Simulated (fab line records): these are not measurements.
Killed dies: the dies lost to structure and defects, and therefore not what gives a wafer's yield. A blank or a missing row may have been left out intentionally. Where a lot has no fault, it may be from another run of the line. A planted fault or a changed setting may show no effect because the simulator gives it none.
Matching of chambers | flow n5_finfet | N5_SD_EPI_N_ETCH_35 on rie_diel-02 has 4 sister chambers
The step etches SOC in N2/H2, overetch 108 nm, time 486 s. 4 wafers are shown with their chamber, then 8 later ones without.

== WAFERS WITH THEIR CHAMBER ==
wafer  | chamber | showerhead_plenum_p_Torr (Torr)
L082.4 | 3       | 2.57
L084.1 | 1       | 2.70
L084.4 | 2       | 2.66
L089.2 | 0       | 2.56

== WAFERS WHOSE CHAMBER IS MISSING ==
wafer  | showerhead_plenum_p_Torr (Torr)
L089.4 | 2.57
L089.5 | 2.69
L095.1 | 2.56
L095.4 | 2.69
L095.6 | 2.56
L096.1 | 2.55
L096.4 | 2.69
L096.6 | 2.55

== THE CHAMBER EACH PASSED THROUGH ==
wafer  | from the rows above     | in truth
L089.4 | can't be placed: 3 or 0 | 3
L089.5 | 1                       | 1
L095.1 | can't be placed: 0 or 3 | 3
L095.4 | 1                       | 1
L095.6 | can't be placed: 0 or 3 | 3
L096.1 | can't be placed: 0 or 3 | 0
L096.4 | 1                       | 1
L096.6 | can't be placed: 0 or 3 | 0
Correctly placed: 3 of 8. Unplaceable from these rows: 5, with the true chamber sitting among the candidates in 5. Number placed wrongly: 0.
How it was worked out, from the rows above alone: a wafer's distance from a chamber is the root of the sum, over the readings, of the square of ((its reading less the chamber's mean) divided by the reading's scatter). The wafer belongs to the nearest chamber; if the next one is less than 2 further off, it can't be placed. A chamber's mean is the mean of its shown wafers. The scatter (one wafer shown for each chamber): square how far every hidden wafer sits from the nearest shown wafer, average those squares and take the square root.
